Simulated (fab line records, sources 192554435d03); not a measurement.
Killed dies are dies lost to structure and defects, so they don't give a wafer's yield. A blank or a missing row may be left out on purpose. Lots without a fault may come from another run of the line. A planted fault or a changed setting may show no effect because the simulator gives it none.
fab line records | flow n5_finfet
record lots=6 wafers=18 last_day=19
route steps=1938 shown BEOL_M3@957 BEOL_M4@1111
lots that met no fault: from a run of the same line without faults
start_h: hours from the record's first day to the start of the lot's first wafer shown | wait_h: hours since the lot's step before | " the same as in the row above | L1.1+2: a row that stands for several wafers | - no value, or no start given | * or withheld: withheld | < > ~ a bound
route shown NAME@n: a module of which the file shows steps, and the number in the route of the first | usual: mean/standard deviation of fault-free wafers | same: alike in all rows | chamber/n: place in a boat | sites: the reading at each site | _std_site: their standard deviation | _edge_site: outer sites' mean less inner sites' | radius_mm: how far each site lies from the wafer's centre | mask NAME#n: copy n | behind: the tool/chamber that last shaped the wafer | hold: why the lot was held/for how many hours/how that ended | device: the transistor (n, p or np) that didn't switch | end of line: the same wafers' tests at the end of the route | a step without rows: its recipe alone | killed: dies lost to structure and defects at the first sort, not the wafer's yield | map: a wafer's dies, x killed, . not, _ none there
set.NAME: the setting as run; set.NAME@STEP: as run at that earlier step | model.NAME: the simulator's own value behind a step, which no gauge read
lots at some steps of the route; a table a step, a row a wafer
services: from which hour (start_h, from the record's first day; less than 0 if before it) a tool's chamber was out of use, for how many hours, and why
## steps
# step N5_BEOL_M3_COAT_67
# recipe resist=SOC temp_c=250 time_s=60 spin_rpm=1500 resist_thk_nm=60
# step N5_BEOL_M3_COAT_68
# recipe resist=SiARC temp_c=220 time_s=60 spin_rpm=1500 resist_thk_nm=12
# step N5_BEOL_M3_COAT_76
# recipe resist=underlayer temp_c=205 time_s=60 spin_rpm=1500 resist_thk_nm=5
# step N5_BEOL_M3_COAT_22
# recipe resist=CAR-EUV spin_rpm=1500 resist_thk_nm=30
# step N5_BEOL_M3_EBR_24
# recipe solvent=PGMEA ebr_width_mm=1.5
# step N5_BEOL_M3_SOFTBAKE_23
# recipe temp_c=110 time_s=60 resist=CAR-EUV
# step N5_BEOL_M3_EXPOSE_25
# recipe mask_id=V2 na=0.33 source_shape=quasar sigma_inner=0.2 sigma_outer=0.8 polarization=unpolarized defocus_nm=5 dose_mj=63
# step N5_BEOL_M3_PEB_26
# recipe peb_temp_c=100 peb_time_s=60 resist=CAR-EUV
# step N5_BEOL_M3_DEVELOP_27
# recipe develop_time_s=30 developer=TMAH resist=CAR-EUV rinse_liquid=surfactant_rinse dry=air_spin dev_temp_c=23
# step N5_BEOL_M3_CD_MEAS_28
# recipe target_cd_nm=25.7 landing_energy_ev=500 detector=se_inlens target_cd_y_nm=23.3 polarity=opening
# usual cd_nm=25.71/0.2
# columns lot.wafer tool chamber start_h wait_h cd_nm
L371.1 cd_sem-03 0 162.16 - 25.52
L371.3 " 0 " " 25.82
L371.4 " 0 " " 25.75
L375.1 cd_sem-01 0 193.92 - 25.28
L375.3 " 0 " " 25.45
L375.4 " 0 " " 25.85
L384.1 cd_sem-03 0 264.22 - 26.07
L384.4 " 0 " " 26.16
L384.5 " 0 " " 26.09
L388.4 cd_sem-01 0 294.46 - 26.03
L388.5 " 0 " " 25.76
L388.6 " 0 " " 25.82
L385.2 cd_sem-03 0 301.09 - 25.59
L385.4 " 0 " " 26.05
L385.5 " 0 " " 25.59
L391.3 cd_sem-03 0 314.43 - 25.58
L391.4 " 0 " " 25.63
L391.6 " 0 " " 25.77
# step N5_BEOL_M3_OVL_MEAS_29
# recipe points_per_wafer=522
# usual V2_OVL=-0.5/0.64
# columns lot.wafer tool chamber start_h wait_h V2_OVL[nm]
L371.1 overlay-02 0 162.19 0.0 -1.8
L371.3 " 0 " " -1.9
L371.4 " 0 " " -1.6
L375.1 overlay-01 0 193.95 0.0 -1.1
L375.3 " 0 " " -0.3
L375.4 " 0 " " -0.8
L384.1 overlay-01 0 264.25 0.0 -0.6
L384.4 " 0 " " -1.3
L384.5 " 0 " " -0.6
L388.4 overlay-01 0 294.51 0.0 -0.1
L388.5 " 0 " " -1.0
L388.6 " 0 " " -0.4
L385.2 overlay-02 0 301.13 0.0 -0.7
L385.4 " 0 " " -1.4
L385.5 " 0 " " -1.0
L391.3 overlay-02 0 314.47 0.0 -0.2
L391.4 " 0 " " -0.8
L391.6 " 0 " " -0.7
# step N5_BEOL_M3_INSPECT_30
# recipe mode=adi inspect_instrument=brightfield
# usual raw_defect_count=399/97
# columns lot.wafer tool chamber start_h wait_h raw_defect_count
L371.1 defect_inspect-01 - 162.25 0.1 381
L371.3 " - " " 381
L371.4 " - " " 385
L375.1 defect_inspect-01 - 194.01 0.1 464
L375.3 " - " " 546
L375.4 " - " " 404
L384.1 defect_inspect-01 - 264.30 0.1 392
L384.4 " - " " 506
L384.5 " - " " 564
L388.4 defect_inspect-02 - 294.55 0.0 294
L388.5 " - " " 225
L388.6 " - " " 253
L385.2 defect_inspect-02 - 301.18 0.0 426
L385.4 " - " " 318
L385.5 " - " " 341
L391.3 defect_inspect-02 - 314.52 0.0 337
L391.4 " - " " 348
L391.6 " - " " 357
# step N5_BEOL_M3_DESCUM_33
# recipe chemistry=O2 time_s=7 source_power_w=50 bias_power_w=20 pressure_mtorr=20 rf_frequency_hz=2.712e+07 temp_c=40 resist=CAR-EUV o2_flow_sccm=225
# usual drypump_motor_current_A=5.6/0.45 oes_product_au=0.82/0.093 rf_vpp_V=243.3/1.5 showerhead_plenum_p_Torr=2.11/0.083 throttle_valve_pct=20.44/0.21
# columns lot.wafer tool chamber start_h wait_h drypump_motor_current_A oes_product_au rf_hours_counter_h rf_vpp_V showerhead_plenum_p_Torr throttle_valve_pct model.CAR-EUV_of_BEOL_M3_COAT_22.thk_nm
L371.1 rie_diel-03 2 162.33 0.1 5.3 0.72 233 243.4 1.98 20.63 26
L371.3 " 0 " " 4.7 0.86 37 242.5 2.05 20.21 26
L371.4 " 1 " " 6.0 0.71 215 243.9 2.16 20.50 26
L375.1 rie_diel-02 1 194.04 0.0 6.3 0.88 28 243.9 2.13 20.20 26.2
L375.3 " 2 " " 6.1 0.73 167 244.1 2.19 20.56 26
L375.4 " 3 " " 5.8 0.77 92 241.9 2.02 20.73 25.8
L384.1 rie_diel-03 2 264.36 0.1 5.3 0.95 10 246.4 2.23 20.36 25.8
L384.4 " 2 " " 5.3 0.95 - 244.4 2.23 20.36 26.2
L384.5 " 3 " " 5.5 0.87 - 244.7 2.22 20.30 26.2
L388.4 rie_diel-06 2 294.58 0.0 6.4 0.73 187 242.7 2.00 20.32 26.2
L388.5 " 0 " " 5.2 0.89 - 243.7 2.05 20.29 26.2
L388.6 " 3 " " 5.5 0.67 - 243.1 2.06 20.65 26.2
L385.2 rie_diel-03 3 301.25 0.1 5.5 0.85 57 245.5 2.22 20.32 25.8
L385.4 " 1 " " 6.1 1.03 0 244.3 2.14 20.19 26.2
L385.5 " 1 " " 6.0 1.03 - 243.3 2.14 20.18 26
L391.3 rie_diel-06 3 314.78 0.3 5.4 0.67 236 241.4 2.05 20.69 26.2
L391.4 " 2 " " 6.5 0.72 192 241.4 2.00 20.32 26
L391.6 " 3 " " 5.4 0.67 - 242.2 2.05 20.68 26
# step N5_BEOL_M3_ETCH_77
# recipe chemistry=N2/H2 target=underlayer target_depth_a=65 mask_material=CAR-EUV time_s=5.2 ion_energy_ev=200 pressure_mtorr=30 source_w=840 bias_w=150 n2_flow_sccm=200 h2_flow_sccm=200 ends=cleared
# usual drypump_motor_current_A=5.6/0.46 etch_rf_on_time_s=5.20/0.092 oes_product_au=0.69/0.079 rf_vpp_V=524.2/3 showerhead_plenum_p_Torr=2.56/0.1 throttle_valve_pct=17.83/0.24
# columns lot.wafer tool chamber start_h wait_h drypump_motor_current_A etch_rf_on_time_s oes_product_au rf_hours_counter_h rf_vpp_V showerhead_plenum_p_Torr throttle_valve_pct
L371.1 rie_diel-03 2 162.37 0.0 5.3 5.34 0.60 233 521.2 2.40 18.05
L371.3 " 0 " " 4.8 5.31 0.71 37 522.9 2.49 17.58
L371.4 " 1 " " 6.0 5.14 0.62 215 524.2 2.62 18.09
L375.1 rie_diel-02 1 194.08 0.0 6.4 5.18 0.77 28 526.6 2.59 17.62
L375.3 " 2 " " 6.0 5.12 0.64 167 526.7 2.63 17.85
L375.4 " 3 " " 5.8 5.10 0.67 92 521.4 2.47 18.14
L384.1 rie_diel-03 2 264.39 0.0 5.3 5.15 0.82 10 528.7 2.71 17.72
L384.4 " 2 " " 5.3 5.18 0.81 - 530.3 2.71 17.71
L384.5 " 3 " " 5.5 5.30 0.74 - 527.1 2.70 17.65
L388.4 rie_diel-06 2 294.61 0.0 6.4 5.18 0.62 187 519.6 2.42 17.68
L388.5 " 0 " " 5.2 5.16 0.76 - 520.1 2.48 17.61
L388.6 " 3 " " 5.4 5.23 0.58 - 521.7 2.52 18.17
L385.2 rie_diel-03 3 301.28 0.0 5.5 5.34 0.72 57 526.7 2.70 17.69
L385.4 " 1 " " 6.0 5.01 0.88 0 523.8 2.60 17.71
L385.5 " 1 " " 6.0 5.05 0.88 - 527.0 2.61 17.71
L391.3 rie_diel-06 3 314.82 0.0 5.4 5.23 0.57 236 525.8 2.52 18.18
L391.4 " 2 " " 6.5 5.16 0.63 192 521.7 2.42 17.69
L391.6 " 3 " " 5.4 5.23 0.58 - 523.6 2.52 18.18
# step N5_BEOL_M4_RC_MEAS_101
# usual DIBL_N=36.6/1.3 DIBL_P=36.4/1.4 IOFF_N=0.167/0.023 IOFF_P=0.219/0.029 ION_N=678/8.7 ION_P=464/6.4 SS_N=71.5/0.53 SS_P=73.4/0.57 VT_N=248.5/2.8 VT_P=-249/3.1
# columns lot.wafer tool chamber start_h wait_h DIBL_N[mV/V] DIBL_P[mV/V] IOFF_N[nA/um] IOFF_P[nA/um] ION_N[uA/um] ION_P[uA/um] SS_N[mV/dec] SS_P[mV/dec] VT_N[mV] VT_P[mV]
L371.1 prober-02 0 193.10 0.0 38.4 37.2 0.204 0.264 692 470 72.3 74.5 241.0 -244
L371.3 " 0 " " 37.4 36.8 0.190 0.254 682 469 72.0 73.6 247.6 -245
L371.4 " 0 " " 37.6 36.5 0.193 0.266 691 471 72.0 74.0 243.1 -243
L375.1 prober-01 0 233.01 0.0 36.1 36.4 0.144 0.185 669 459 71.2 73.2 250.8 -252
L375.3 " 0 " " 37.5 37.8 0.161 0.192 678 457 71.9 74.0 248.4 -252
L375.4 " 0 " " 37.0 37.1 0.152 0.184 675 453 71.7 73.7 247.8 -255
L384.1 prober-01 0 317.01 0.0 37.2 37.2 0.163 0.187 680 456 72.4 73.7 249.8 -254
L384.4 " 0 " " 37.2 35.9 0.156 0.166 675 453 71.6 73.3 249.5 -256
L384.5 " 0 " " 35.4 35.4 0.139 0.165 676 454 71.5 72.6 250.3 -256
L388.4 prober-01 0 334.99 0.5 36.9 35.3 0.148 0.176 676 458 71.3 73.2 249.4 -254
L388.5 " 0 " " 37.7 36.3 0.158 0.191 680 457 71.2 73.0 250.6 -251
L388.6 " 0 " " 37.2 35.9 0.148 0.179 669 458 71.5 73.4 251.7 -255
L385.2 prober-02 0 335.03 0.2 38.4 39.2 0.187 0.234 688 464 71.0 74.2 249.4 -251
L385.4 " 0 " " 36.8 36.9 0.157 0.203 677 461 70.6 74.0 250.3 -252
L385.5 " 0 " " 37.0 36.7 0.159 0.202 674 465 71.0 73.6 251.1 -250
L391.3 prober-02 0 351.72 0.3 36.3 37.9 0.161 0.207 675 468 71.6 72.9 251.6 -251
L391.4 " 0 " " 34.9 35.4 0.138 0.168 667 456 71.0 71.8 251.8 -255
L391.6 " 0 " " 35.5 36.8 0.152 0.197 676 461 70.6 72.7 248.2 -250
## services
# columns tool chamber start_h hours kind
rie_diel-03 1 145.19 1.6 repair
rie_diel-06 - 158.33 2.8 pm
rie_diel-06 2 163.27 9.2 repair
rie_diel-03 - 177.21 0.8 repair
rie_diel-02 2 214.00 6.4 repair
rie_diel-02 1 219.30 40.8 repair
rie_diel-03 2 225.34 - clean
rie_diel-03 2 225.34 - consumable_replace:focus_ring
rie_diel-03 2 225.34 - consumable_replace:showerhead
rie_diel-03 2 225.34 18.0 scheduled_down
rie_diel-03 2 225.34 18.0 vent_cycle
rie_diel-06 3 252.54 2.8 repair
rie_diel-03 1 260.48 6.6 repair
rie_diel-03 1 280.85 - clean
rie_diel-03 1 280.85 - consumable_replace:focus_ring
rie_diel-03 1 280.85 20.3 scheduled_down
rie_diel-03 1 280.85 20.3 vent_cycle
## key
first_sign none at tools or gauges
model_effect step=N5_BEOL_M3_DESCUM_33 value=CAR-EUV_of_BEOL_M3_COAT_22.thk_nm without=26.2 struck=25.8
met_at N5_BEOL_M3_DESCUM_33
struck_wafers L384.1,L385.2
onset_between 162.33 264.36
fault kind=process_parameter_drift tool=rie_diel-03 chamber=- onset_h=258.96 steps=N5_BEOL_M3_DESCUM_33 channel=time_s offset=* shape=step end_h=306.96 scope=struck_wafers_only acts_in=* stated=*
